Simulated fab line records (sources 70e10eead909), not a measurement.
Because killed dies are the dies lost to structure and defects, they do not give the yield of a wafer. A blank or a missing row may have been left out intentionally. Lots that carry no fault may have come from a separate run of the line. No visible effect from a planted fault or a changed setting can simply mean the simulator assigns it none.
fab line records    flow nand-harc
[record] lots = 6  wafers = 18  last-day = 34
route steps=1302 shown A_BLC@1109 A_M0@1137 END@1302
lots with no fault: from the same line, run without faults
start-h: hours from the record's first day to the start of the lot's first wafer shown    wait-h: hours from the lot's prior step to this one    " same as the row above    L1.1+2: a row that stands for several wafers    - value missing, or start not given    * or withheld: withheld    < > ~ a bound
route shown NAME@n: a module of which the file shows steps, and the number in the route of the first    usual: mean and standard deviation over wafers with no fault    same: alike in all rows    chamber/n: place in a boat    sites: the reading at each site    _std_site: standard deviation across them    _edge_site: the outer-site mean with the inner-site mean subtracted    radius-mm: how far each site lies from the wafer's centre    mask NAME#n: copy n    behind: the tool/chamber that last shaped the wafer    hold: reason for holding the lot/hours on hold/outcome of the hold    device: whichever transistor did not switch (one of n, p or np)    end of line: tests run on the same wafers once the route is complete    where a step has no rows: the recipe by itself    killed: count of dies lost to structure and defects at first sort (not the wafer's yield)    map: shows each die of a wafer: x if killed, . if not, _ if none is there
set.NAME: the setting the step ran with; set.NAME@STEP: the setting that earlier step ran with    model.NAME: the simulator's own value behind a step, which no gauge read
a table for each step, a row for each wafer; lots at some steps of the route
services: a tool's chamber out of use, with start hour (start-h, from the record's first day; less than 0 if before it), hours out, and reason
[[steps]]
[step NHARC_A_BLC_COAT_02]
[recipe] temp-c = 260  time-s = 75
[step NHARC_A_BLC_COAT_03]
[recipe] temp-c = 225  time-s = 65
[step NHARC_A_BLC_COAT_04]
[recipe] spin-rpm = 1500  resist-thk-nm = 90
[step NHARC_A_BLC_SOFTBAKE_05]
[recipe] temp-c = 105  time-s = 55
[step NHARC_A_BLC_EBR_06]
[step NHARC_A_BLC_EXPOSE_07]
[recipe] na = 1.35  target-cd-nm = 100  dose-mj = 67.97  mask-id = A_BLC
[step NHARC_A_BLC_PEB_08]
[recipe] peb-temp-c = 100  peb-time-s = 65
[step NHARC_A_BLC_DEVELOP_09]
[recipe] develop-time-s = 35  dev-temp-c = 23
[step NHARC_A_BLC_CD_MEAS_10]
[recipe] target-cd-nm = 100  landing-energy-ev = 500
[usual] cd-nm = 100.0/0.47
lot.wafer  tool       chamber  start-h  wait-h  cd-nm
L753.4     cd-sem-02  0        541.56   -       100.7
L753.5     "          0        "        "       100.3
L753.6     "          0        "        "       100.7
L765.3     cd-sem-01  0        658.86   -       99.9
L765.5     "          0        "        "       99.1
L765.6     "          0        "        "       99.5
L767.2     cd-sem-02  0        696.61   -       100.1
L767.5     "          0        "        "       100.6
L767.6     "          0        "        "       100.1
L771.2     cd-sem-03  0        728.34   -       100.7
L771.3     "          0        "        "       100.7
L771.6     "          0        "        "       99.3
L772.1     cd-sem-01  0        732.85   -       100.3
L772.2     "          0        "        "       100.4
L772.6     "          0        "        "       100.4
L773.2     cd-sem-03  0        741.31   -       99.7
L773.3     "          0        "        "       100.5
L773.6     "          0        "        "       99.8
[step NHARC_A_BLC_OVL_MEAS_11]
[usual] overlay-x-nm = -0.1/0.97  overlay-y-nm = 0.1/0.94
lot.wafer  tool        chamber  start-h  wait-h  overlay-x-nm  overlay-y-nm
L753.4     overlay-01  -        541.64   -       0.3           -1.0
L753.5     "           -        "        "       0.6           -0.9
L753.6     "           -        "        "       0.3           -0.7
L765.3     overlay-02  -        658.95   -       -1.0          0.8
L765.5     "           -        "        "       -0.6          0.8
L765.6     "           -        "        "       -0.9          0.4
L767.2     overlay-01  -        696.70   -       -0.4          0.2
L767.5     "           -        "        "       -0.1          0.4
L767.6     "           -        "        "       0.2           1.2
L771.2     overlay-02  -        728.43   -       0.1           -0.6
L771.3     "           -        "        "       0.7           -0.1
L771.6     "           -        "        "       0.0           -0.2
L772.1     overlay-02  -        732.94   -       0.3           0.2
L772.2     "           -        "        "       0.5           0.0
L772.6     "           -        "        "       0.5           0.0
L773.2     overlay-01  -        741.40   -       0.0           -0.8
L773.3     "           -        "        "       0.4           -0.9
L773.6     "           -        "        "       0.0           -0.3
[step NHARC_A_BLC_INSPECT_12]
[usual] raw-defect-count = 79/32
lot.wafer  tool               chamber  start-h  wait-h  raw-defect-count
L753.4     defect-inspect-01  -        541.68   0.0     54
L753.5     "                  -        "        "       52
L753.6     "                  -        "        "       66
L765.3     defect-inspect-02  -        658.98   0.0     109
L765.5     "                  -        "        "       98
L765.6     "                  -        "        "       75
L767.2     defect-inspect-02  -        696.74   0.0     103
L767.5     "                  -        "        "       104
L767.6     "                  -        "        "       102
L771.2     defect-inspect-02  -        728.47   0.0     43
L771.3     "                  -        "        "       39
L771.6     "                  -        "        "       25
L772.1     defect-inspect-02  -        732.97   0.0     108
L772.2     "                  -        "        "       109
L772.6     "                  -        "        "       100
L773.2     defect-inspect-02  -        741.43   0.0     56
L773.3     "                  -        "        "       45
L773.6     "                  -        "        "       62
[step NHARC_A_BLC_DESCUM_15]
[recipe] time-s = 3  o2-flow-sccm = 200  ar-flow-sccm = 0  bias-power-w = 0  chemistry = O2
[step NHARC_A_BLC_ETCH_16]
[recipe] target-depth-a = 390  over-etch-frac = 0.3  time-s = 65  ion-energy-ev = 80  cf4-flow-sccm = 150  ar-flow-sccm = 0  rf-w = 300  bias-w = 100  chemistry = CF4
[usual] drypump-motor-current-A = 5.6/0.45  oes-product-au = 1.000/0.0077  rf-vpp-V = 151.2/1.2  showerhead-plenum-p-Torr = 1.76/0.065  throttle-valve-pct = 13.283/0.0079
lot.wafer  tool         chamber  start-h  wait-h  drypump-motor-current-A  oes-product-au  rf-hours-counter-h  rf-vpp-V  showerhead-plenum-p-Torr  throttle-valve-pct
L753.4     rie-diel-03  2        541.83   0.1     5.3                      1.005           5                   150.4     1.74                      13.281
L753.5     "            1        "        "       6.1                      1.007           -                   152.5     1.88                      13.283
L753.6     "            2        "        "       5.3                      0.976           -                   150.8     1.74                      13.284
L765.3     rie-diel-07  0        659.15   0.1     5.3                      1.019           0                   152.7     1.74                      13.287
L765.5     "            3        "        "       5.5                      0.994           -                   152.4     1.84                      13.278
L765.6     "            0        "        "       5.3                      1.020           -                   151.3     1.74                      13.282
L767.2     rie-diel-03  1        696.89   0.1     6.1                      1.003           4                   153.6     1.87                      13.296
L767.5     "            0        "        "       6.3                      1.002           -                   149.9     1.67                      13.274
L767.6     "            1        "        "       6.1                      0.993           -                   152.9     1.87                      13.287
L771.2     rie-diel-03  3        728.62   0.1     5.4                      1.001           6                   150.6     1.71                      13.272
L771.3     "            0        "        "       6.3                      1.003           6                   150.1     1.67                      13.285
L771.6     "            2        "        "       5.3                      0.993           -                   150.7     1.73                      13.295
L772.1     rie-diel-03  3        733.12   0.1     5.4                      1.004           7                   148.5     1.71                      13.284
L772.2     "            1        "        "       6.1                      1.006           6                   154.6     1.87                      13.281
L772.6     "            3        "        "       5.4                      1.007           -                   150.4     1.71                      13.292
L773.3     rie-diel-03  1        741.58   0.1     6.1                      1.001           7                   152.1     1.87                      13.274
L773.2     "            3        "        "       5.4                      1.012           7                   150.1     1.71                      13.278
L773.6     "            2        "        "       5.2                      0.991           -                   150.5     1.73                      13.285
[step NHARC_A_BLC_ETCH_17]
[recipe] target-depth-a = 3900  over-etch-frac = 0.25  time-s = 609.38  ion-energy-ev = 200  n2-flow-sccm = 150  h2-flow-sccm = 150  ar-flow-sccm = 0  rf-w = 400  bias-w = 150  chemistry = N2/H2
[step NHARC_A_BLC_ETCH_18]
[recipe] target-depth-a = 9100  c4f8-flow-sccm = 20  o2-flow-sccm = 10  ar-flow-sccm = withheld  rf-w = 600  bias-w = 1500  chemistry = C4F8/O2/Ar
[step NHARC_A_BLC_CD_MEAS_19]
[usual] cd-nm = 99.9/1.3
lot.wafer  tool       chamber  start-h  wait-h  cd-nm
L753.4     cd-sem-02  -        542.71   -       100.6
L753.5     "          -        "        "       98.0
L753.6     "          -        "        "       100.1
L765.3     cd-sem-02  -        660.19   -       99.5
L765.5     "          -        "        "       99.8
L765.6     "          -        "        "       98.8
L767.2     cd-sem-03  -        697.77   -       99.5
L767.5     "          -        "        "       101.3
L767.6     "          -        "        "       99.6
L771.2     cd-sem-01  -        729.50   -       100.9
L771.3     "          -        "        "       101.2
L771.6     "          -        "        "       101.6
L772.1     cd-sem-01  -        734.00   -       99.4
L772.2     "          -        "        "       98.4
L772.6     "          -        "        "       99.6
L773.2     cd-sem-01  -        742.80   -       98.1
L773.3     "          -        "        "       99.1
L773.6     "          -        "        "       99.2
[step NHARC_A_BLC_STRIP_29]
[recipe] cf4-flow-sccm = 150  ar-flow-sccm = 0  bias-w = 0  chemistry = CF4
[usual] drypump-motor-current-A = 5.5/0.41  oes-product-au = 1.000/0.0087  rf-vpp-V = 59.6/0.91  showerhead-plenum-p-Torr = 1.77/0.059  throttle-valve-pct = 13.284/0.009
lot.wafer  tool         chamber  start-h  wait-h  drypump-motor-current-A  oes-product-au  rf-hours-counter-h  rf-vpp-V  showerhead-plenum-p-Torr  throttle-valve-pct
L753.4     rie-diel-06  2        542.82   0.1     6.4                      1.006           -                   58.0      1.79                      13.294
L753.5     "            0        "        "       6.0                      0.999           -                   59.4      1.74                      13.285
L753.6     "            1        "        "       6.4                      1.014           -                   59.3      1.89                      13.300
L765.3     rie-diel-07  2        660.28   0.1     5.1                      0.997           0                   59.7      1.73                      13.293
L765.5     "            3        "        "       5.4                      0.988           -                   59.7      1.84                      13.298
L765.6     "            0        "        "       5.3                      1.011           -                   60.3      1.74                      13.270
L767.2     rie-diel-07  3        697.85   0.1     5.5                      1.000           4                   59.1      1.84                      13.291
L767.6     "            2        "        "       5.1                      1.002           -                   59.6      1.73                      13.284
L767.5     "            3        "        "       5.5                      0.993           -                   59.5      1.84                      13.273
L771.2     rie-diel-07  1        729.57   0.1     5.8                      1.005           5                   58.1      1.79                      13.289
L771.3     "            0        "        "       5.3                      1.020           5                   59.6      1.74                      13.286
L771.6     "            1        "        "       5.8                      0.994           -                   60.2      1.79                      13.286
L772.1     rie-diel-07  0        734.08   0.1     5.3                      1.002           5                   58.8      1.74                      13.287
L772.2     "            1        "        "       5.8                      0.987           5                   59.1      1.79                      13.287
L772.6     "            3        "        "       5.5                      0.983           -                   60.2      1.84                      13.275
L773.3     rie-diel-07  3        742.87   0.1     5.5                      0.984           5                   59.6      1.84                      13.287
L773.2     "            2        "        "       5.1                      0.991           6                   61.6      1.73                      13.270
L773.6     "            0        "        "       5.3                      1.010           -                   59.3      1.74                      13.284
[step NHARC_A_BLC_STRIP_21]
[recipe] o2-flow-sccm = 500  ar-flow-sccm = 0  bias-w = 0  chemistry = O2
[usual] drypump-motor-current-A = 5.6/0.42  oes-product-au = 1.001/0.0085  rf-vpp-V = 57.8/0.89  showerhead-plenum-p-Torr = 3.53/0.12  throttle-valve-pct = 17.036/0.0089
lot.wafer  tool         chamber  start-h  wait-h  drypump-motor-current-A  oes-product-au  rf-hours-counter-h  rf-vpp-V  showerhead-plenum-p-Torr  throttle-valve-pct
L753.5     rie-diel-06  2        542.94   0.1     6.5                      1.004           -                   57.1      3.58                      17.032
L753.6     "            0        "        "       6.0                      1.010           -                   57.7      3.48                      17.033
L753.4     "            1        "        "       6.4                      0.999           -                   58.3      3.77                      17.036
L765.3     rie-diel-07  2        660.42   0.1     5.1                      1.006           0                   59.1      3.45                      17.033
L765.5     "            0        "        "       5.3                      1.008           -                   58.2      3.48                      17.041
L765.6     "            3        "        "       5.4                      0.989           -                   57.6      3.67                      17.039
L767.2     rie-diel-07  1        697.97   0.1     5.9                      0.999           3                   57.6      3.57                      17.043
L767.6     "            2        "        "       5.1                      1.002           -                   57.6      3.45                      17.042
L767.5     "            3        "        "       5.5                      0.997           -                   59.5      3.67                      17.034
L771.2     rie-diel-07  3        729.68   0.1     5.5                      0.996           5                   57.8      3.66                      17.040
L771.3     "            1        "        "       5.8                      1.000           5                   57.0      3.57                      17.024
L771.6     "            3        "        "       5.5                      1.002           -                   57.3      3.66                      17.016
L772.1     rie-diel-07  3        734.19   0.1     5.5                      0.993           5                   56.9      3.66                      17.035
L772.2     "            0        "        "       5.3                      1.015           5                   57.7      3.47                      17.017
L772.6     "            2        "        "       5.1                      0.998           -                   57.1      3.45                      17.041
L773.3     rie-diel-07  3        742.97   0.1     5.5                      0.993           5                   59.0      3.66                      17.036
L773.2     "            0        "        "       5.3                      1.002           6                   58.0      3.47                      17.044
L773.6     "            3        "        "       5.5                      0.989           -                   59.1      3.66                      17.035
[step NHARC_A_BLC_STRIP_22]
[recipe] time-s = 600  temp-c = 30  chemistry = post-etch-residue-remover
[step NHARC_A_BLC_DEGAS_30]
[recipe] temp-c = 300  time-s = 60
[step NHARC_A_BLC_PRE_CLEAN_31]
[recipe] time-s = 15  bias-v = 250  gas = Ar
[step NHARC_A_BLC_PVD_32]
[recipe] target-thk-a = 50  chamber-pressure-pa = 5  power-w = 5000  substrate-temp-c = 200  time-s = 17.7  material = Ti
[step NHARC_A_BLC_ALD_23]
[recipe] target-thk-a = 30  pulse-time-s = 1  ald-cycles = 150  temp-c = 450  material = TiN
[step NHARC_A_BLC_CVD_24]
[recipe] target-thk-a = 1500  temp-c = 300  pressure-torr = 40  wf6-flow-sccm = 40  h2-flow-sccm = 1600  ar-flow-sccm = 1560  time-s = 434  material = W
[usual] heater-power-w = 458/29  throttle-valve-pct = 8.3/0.37
lot.wafer  tool      chamber  start-h  wait-h  heater-power-w  since-wet-clean-h  throttle-valve-pct
L753.4     cvd-w-01  1        -        -       499             -                  8.3
L753.6     "         1        "        "       495             -                  8.1
L753.5     "         0        "        "       463             -                  8.0
L765.3     cvd-w-02  0        -        -       484             -                  8.1
L765.6     "         0        "        "       482             -                  7.9
L765.5     "         1        "        "       420             -                  8.9
L767.2     cvd-w-02  0        -        -       491             54                 8.3
L767.5     "         0        "        "       486             -                  8.0
L767.6     "         1        "        "       415             -                  8.8
L771.2     cvd-w-02  0        -        -       483             86                 8.2
L771.3     "         1        "        "       414             -                  8.9
L771.6     "         0        "        "       483             -                  8.3
L772.2     cvd-w-02  1        -        -       408             90                 8.9
L772.1     "         0        "        "       491             90                 8.2
L772.6     "         1        "        "       415             -                  8.9
L773.2     cvd-w-01  1        -        -       483             3                  7.7
L773.3     "         1        "        "       483             -                  7.8
L773.6     "         1        "        "       472             -                  7.8
[step NHARC_A_BLC_CMP_25]
[recipe] t-overpolish-s = 30  target-thk-nm = 150
[usual] motor-current-A = 11.9/0.82  overpolish-run-s = 30.001/0.0096  time-to-endpoint-s = 30.0/2.3
lot.wafer  tool    chamber  start-h  wait-h  motor-current-A  overpolish-run-s  time-to-endpoint-s
L753.4     cmp-03  1        544.40   0.4     12.8             29.999            34.2
L753.6     "       3        "        "       13.4             29.993            33.1
L753.5     "       0        "        "       10.7             30.009            34.5
L765.3     cmp-02  2        661.91   0.4     11.8             30.001            27.7
L765.6     "       3        "        "       12.6             30.003            28.3
L765.5     "       0        "        "       11.2             29.993            29.3
L767.2     cmp-03  1        699.33   0.5     11.9             29.995            33.4
L767.6     "       1        "        "       13.0             29.993            34.1
L767.5     "       2        "        "       10.8             30.009            31.1
L771.2     cmp-03  1        731.07   0.4     13.0             30.006            33.4
L771.3     "       3        "        "       13.5             30.004            28.7
L771.6     "       1        "        "       12.0             29.998            31.7
L772.2     cmp-03  1        735.57   0.5     12.0             30.018            30.2
L772.1     "       2        "        "       11.0             29.999            27.9
L772.6     "       2        "        "       11.0             29.991            28.0
L773.3     cmp-02  0        744.39   0.3     11.3             30.015            28.4
L773.2     "       1        "        "       11.8             30.013            27.2
L773.6     "       3        "        "       12.4             29.992            25.6
[step NHARC_A_BLC_SRD_27]
[step NHARC_A_M0_DEP_00]
[recipe] target-thk-a = 1500  target-thk-nm = 150  temp-c = withheld  pressure-torr = 5  flow-sccm = 200  rf-w = 600  material = SiOC
[step NHARC_A_M0_DEHYDRATE_01]
[recipe] temp-c = 150  time-s = 120
[step NHARC_A_M0_HMDS_02]
[recipe] time-s = 30
[step NHARC_A_M0_COAT_33]
[recipe] temp-c = 200  time-s = 65
[step NHARC_A_M0_COAT_03]
[recipe] spin-rpm = 1500  resist-thk-nm = 90
[step NHARC_A_M0_SOFTBAKE_04]
[recipe] temp-c = 105  time-s = 55
[step NHARC_A_M0_EBR_05]
[step NHARC_A_M0_EXPOSE_06]
[recipe] na = 1.35  target-cd-nm = 80  dose-mj = 83.25  mask-id = A_M0
[step NHARC_A_M0_PEB_07]
[recipe] peb-temp-c = 100  peb-time-s = 65
[step NHARC_A_M0_DEVELOP_08]
[recipe] develop-time-s = 35  dev-temp-c = 23
[step NHARC_A_M0_CD_MEAS_09]
[recipe] target-cd-nm = 80  landing-energy-ev = 500
[usual] cd-nm = 80.0/0.48
lot.wafer  tool       chamber  start-h  wait-h  cd-nm
L753.4     cd-sem-02  0        545.66   -       80.8
L753.5     "          0        "        "       80.5
L753.6     "          0        "        "       80.2
L765.3     cd-sem-03  0        663.15   -       80.6
L765.5     "          0        "        "       80.5
L765.6     "          0        "        "       80.3
L767.2     cd-sem-03  0        700.65   -       79.7
L767.5     "          0        "        "       79.8
L767.6     "          0        "        "       78.9
L771.2     cd-sem-01  0        732.24   -       79.9
L771.3     "          0        "        "       80.4
L771.6     "          0        "        "       79.1
L772.1     cd-sem-02  0        736.75   -       79.6
L772.2     "          0        "        "       79.8
L772.6     "          0        "        "       79.8
L773.2     cd-sem-02  0        745.68   -       79.9
L773.3     "          0        "        "       79.5
L773.6     "          0        "        "       79.4
[step NHARC_A_M0_OVL_MEAS_10]
[recipe] pitch-nm = 160
[usual] overlay-x-nm = 0.0/0.77  overlay-y-nm = -0.5/0.92
lot.wafer  tool        chamber  start-h  wait-h  overlay-x-nm  overlay-y-nm
L753.4     overlay-02  -        545.75   -       -0.5          -1.5
L753.5     "           -        "        "       -0.6          -1.1
L753.6     "           -        "        "       -0.2          -1.5
L765.3     overlay-02  -        663.24   -       -0.4          0.7
L765.5     "           -        "        "       -0.6          0.2
L765.6     "           -        "        "       -1.0          0.5
L767.2     overlay-01  -        700.74   -       0.2           0.9
L767.5     "           -        "        "       0.8           0.5
L767.6     "           -        "        "       0.9           0.4
L771.2     overlay-01  -        732.33   -       -0.8          0.1
L771.3     "           -        "        "       -1.0          -0.2
L771.6     "           -        "        "       -0.4          0.1
L772.1     overlay-02  -        736.84   -       0.0           -0.2
L772.2     "           -        "        "       0.8           0.4
L772.6     "           -        "        "       0.2           0.2
L773.2     overlay-02  -        745.76   -       -0.5          -1.3
L773.3     "           -        "        "       -0.5          -1.4
L773.6     "           -        "        "       -0.8          -1.7
[step NHARC_A_M0_DESCUM_14]
[recipe] time-s = 3  o2-flow-sccm = 200  ar-flow-sccm = 0  bias-power-w = 0  chemistry = O2
[usual] drypump-motor-current-A = 5.9/0.47  oes-product-au = 0.998/0.0085  rf-vpp-V = 57.7/0.79  showerhead-plenum-p-Torr = 1.90/0.085  throttle-valve-pct = 11.311/0.0084
lot.wafer  tool         chamber  start-h  wait-h  drypump-motor-current-A  oes-product-au  rf-hours-counter-h  rf-vpp-V  showerhead-plenum-p-Torr  throttle-valve-pct
L753.4     rie-diel-13  0        545.91   0.1     5.9                      1.005           1                   58.7      1.91                      11.314
L753.6     "            2        "        "       6.3                      1.002           -                   58.7      1.99                      11.317
L753.5     "            3        "        "       5.1                      1.002           -                   56.5      1.84                      11.303
L765.3     rie-diel-09  0        663.35   0.1     6.0                      1.000           9                   56.8      1.79                      11.303
L765.5     "            2        "        "       5.2                      0.997           -                   57.5      1.82                      11.306
L765.6     "            3        "        "       5.6                      1.000           -                   57.5      1.97                      11.311
L767.2     rie-diel-09  3        700.86   0.1     5.6                      0.985           1                   58.0      1.97                      11.298
L767.5     "            0        "        "       6.0                      0.977           -                   58.7      1.79                      11.321
L767.6     "            1        "        "       5.7                      1.000           -                   59.1      1.94                      11.316
L771.2     rie-diel-08  3        732.43   0.1     5.6                      0.995           0                   58.5      2.02                      11.299
L771.3     "            0        "        "       6.3                      0.993           0                   56.8      1.81                      11.314
L771.6     "            2        "        "       5.6                      0.990           -                   57.2      1.87                      11.317
L772.1     rie-diel-09  2        736.94   0.1     5.2                      0.987           4                   56.8      1.82                      11.309
L772.2     "            3        "        "       5.6                      0.987           4                   57.4      1.97                      11.317
L772.6     "            1        "        "       5.7                      0.990           -                   57.4      1.94                      11.323
L773.2     rie-diel-13  0        745.86   0.1     5.9                      1.005           2                   57.7      1.90                      11.300
L773.3     "            2        "        "       6.3                      1.005           1                   57.9      1.99                      11.328
L773.6     "            1        "        "       5.8                      0.996           -                   57.8      2.01                      11.306
[step NHARC_END_SORT_01]
[recipe] temp-c = 25
[usual] killed-at-array = 52/17  killed-at-other = 0.8/1.1  killed-at-periphery = 3.2/2.2  killed-dies = 57/17  killed-open = 3.4/1.8  killed-short = 2.4/1.6
[same] gross-dies = 677
lot.wafer  tool       chamber  start-h  wait-h  killed-at-array  killed-at-other  killed-at-periphery  killed-dies  killed-open  killed-short
L772.1     prober-01  0        792.81   2.5     132              2                0                    134          2            2
L772.2     prober-01  0        793.61   2.8     84               1                4                    89           4            1
L772.6     prober-01  0        796.81   4.0     131              1                5                    137          5            3
L773.2     prober-02  0        804.13   2.8     114              0                6                    120          1            3
L773.3     prober-02  0        804.92   3.1     73               0                3                    76           3            5
L773.6     prober-02  0        807.29   3.9     134              0                3                    137          6            7
// killed by level:class
L772.1 A_BLC:unspecified=72 A_SLIT:chamber-film-flake=25 A_CHANNEL_HOLE_D2:chamber-film-flake=23 A_CONTACT:chamber-film-flake=4 A_DECK1_JOINT:chamber-film-flake=3 THIN_TSV:chamber-film-flake=2 A_CHANNEL_FILL_D2:geometric-particle:open=1 A_SGD_CUT:geometric-particle:open=1
L772.2 A_BLC:unspecified=29 A_CHANNEL_HOLE_D2:chamber-film-flake=26 A_SLIT:chamber-film-flake=19 A_CONTACT:chamber-film-flake=4 P_M0:geometric-particle:open=2 A_STAIRCASE:chamber-film-flake=2 P_CONTACT:geometric-particle:open=1 A_ONON_D2:geometric-particle:open=1
L772.6 A_BLC:unspecified=77 A_SLIT:chamber-film-flake=25 A_CHANNEL_HOLE_D2:chamber-film-flake=20 A_CONTACT:chamber-film-flake=3 P_ZERO_WELL:chamber-film-flake=2 A_DECK1_JOINT:chamber-film-flake=2 P_GATE:geometric-particle:short=1 P_GATE:geometric-particle:open=1
L773.2 A_BLC:unspecified=76 A_CHANNEL_HOLE_D2:chamber-film-flake=15 A_SLIT:chamber-film-flake=10 A_CONTACT:chamber-film-flake=7 A_WL_FILL:geometric-particle:short=2 P_GATE:chamber-film-flake=2 P_M2:chamber-film-flake=2 A_ONON_D1:geometric-particle:short=1
L773.3 A_BLC:unspecified=30 A_CHANNEL_HOLE_D2:chamber-film-flake=16 A_SLIT:chamber-film-flake=12 A_CONTACT:chamber-film-flake=7 A_ONON_D1:geometric-particle:short=2 P_M1:geometric-particle:open=1 A_ONON_D2:geometric-particle:short=1 A_CHANNEL_HOLE_D2:geometric-particle:open=1
L773.6 A_BLC:unspecified=83 A_CHANNEL_HOLE_D2:chamber-film-flake=27 A_SLIT:chamber-film-flake=6 A_ONON_D2:geometric-particle:short=4 A_ONON_D2:geometric-particle:open=2 A_CHANNEL_FILL_D2:geometric-particle:short=2 A_STAIRCASE:chamber-film-flake=2 A_CONTACT:chamber-film-flake=2
// map L772.6 (x killed, . not)
____________.____________
_________...x..._________
_______..x........_______
______.............______
_____..............._____
____.................____
____.......x.........____
___..............x....___
___.........x..xx..x..___
__...........xxxxxxx...__
__..........xxxxxxxx...__
_............xxxxxxxx..._
_.......x.xxxxxxxxxxx..._
_.........xxxxxxxxxxxx.._
_.........xxxxxxxxxxx..._
_........xx.xxxxxxxxx..._
.............xxxxxxx.....
...........x.xxxxxx......
x..........x.xxxxx.x.....
..x......x.....xx...x....
xxxxx............x..xx...
_xxxx....x........xx...._
_xxx...................._
_xxx.x.................._
_xxx...................._
_xxx.x.................._
__.x...................__
__.....................__
___...............x...___
___...................___
____................x____
____.............x...____
_____..............._____
______.............______
_______..........._______
_________......._________
____________.____________
// map L773.6 (x killed, . not)
____________.____________
_________......._________
_______..........._______
______......x......______
_____..............._____
____.................____
____..........x......____
___...................___
___...................___
__.........x..x.......x__
__.......xxxx..........__
_....x.xx..xxxx....x...._
_.....xxx...xxx........._
_....xxxxxxxxx.........._
_x....xxxxxxxxxx........_
_...xxxxxxxxxx.........._
....xxxxxxxx.x...........
...xxxxxxxxxx............
...xxxxxxxxx.x...x.......
...xxxxxxxxx..x...x......
....xxxxxxxx....x....x...
_...xxxxxxxx.x.........._
_...xxxxxxxx...x........_
_...x..xx..............._
_...x...x.....x........._
_........x.............._
__.......x.............__
__.....................__
___..................x___
___.......x...........___
____.................____
____..x..........x...____
_____..x............_____
______.............______
_______..........x_______
_________..x...._________
____________.____________
[[services]]
tool         chamber  start-h  hours  kind
rie-diel-13  -        519.04   9.0    pm
cmp-02       -        526.59   4.0    pm
rie-diel-07  3        532.46   6.9    repair
rie-diel-03  0        544.35   56.4   repair
cmp-03       -        554.10   4.0    pm
rie-diel-03  1        557.67   12.7   repair
rie-diel-09  0        588.70   1.8    repair
rie-diel-03  3        608.23   2.0    repair
cvd-w-02     0        609.59   14.2   repair
rie-diel-09  3        614.44   9.0    repair
rie-diel-09  3        624.71   9.7    repair
cvd-w-02     -        632.09   13.0   pm
rie-diel-07  1        632.49   1.6    repair
rie-diel-03  -        635.34   9.0    pm
rie-diel-07  -        648.48   9.0    pm
cmp-03       -        649.12   0.9    repair
cmp-03       -        652.20   4.0    pm
rie-diel-07  -        666.42   0.2    repair
rie-diel-09  -        674.75   9.0    pm
rie-diel-07  1        702.04   1.9    repair
cmp-03       -        720.94   5.8    repair
rie-diel-03  0        721.44   2.9    repair
rie-diel-07  1        736.30   6.2    repair
cmp-03       -        744.59   0.9    repair
[[key]]
[first-sign] step = NHARC_END_SORT_01  reading = killed-at-array  direction = up  sigmas = 3.5  usual = 52  struck = 111  wafers-moved = 4
[effect] step = NHARC_END_SORT_01  reading = killed-dies  direction = up  sigmas = 3.4  usual = 57  struck = 116  wafers-moved = 4
[more-kills-born-at] NHARC_A_BLC_ETCH_16@rie-diel-03 = 367
met-at NHARC_A_BLC_ETCH_16
struck-wafers L772.1,L772.2,L772.6,L773.2,L773.3,L773.6
tester-left-out L772,L773
onset-between 728.62 733.12
also-fits time
[fault] kind = chamber-particle-source  tool = rie-diel-03  chamber = -  onset-h = 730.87  steps = NHARC_A_BLC_ETCH_16  rate-per-visit-cm2 = 0.78091  end-h = 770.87
// tester-left-out: of these lots the tester's yield and bins aren't shown, on N5 and GAA mostly nor the transistor test; their killed dies are dies lost to structure and defects alone, not to doping, threshold or leakage, so they don't give the yield
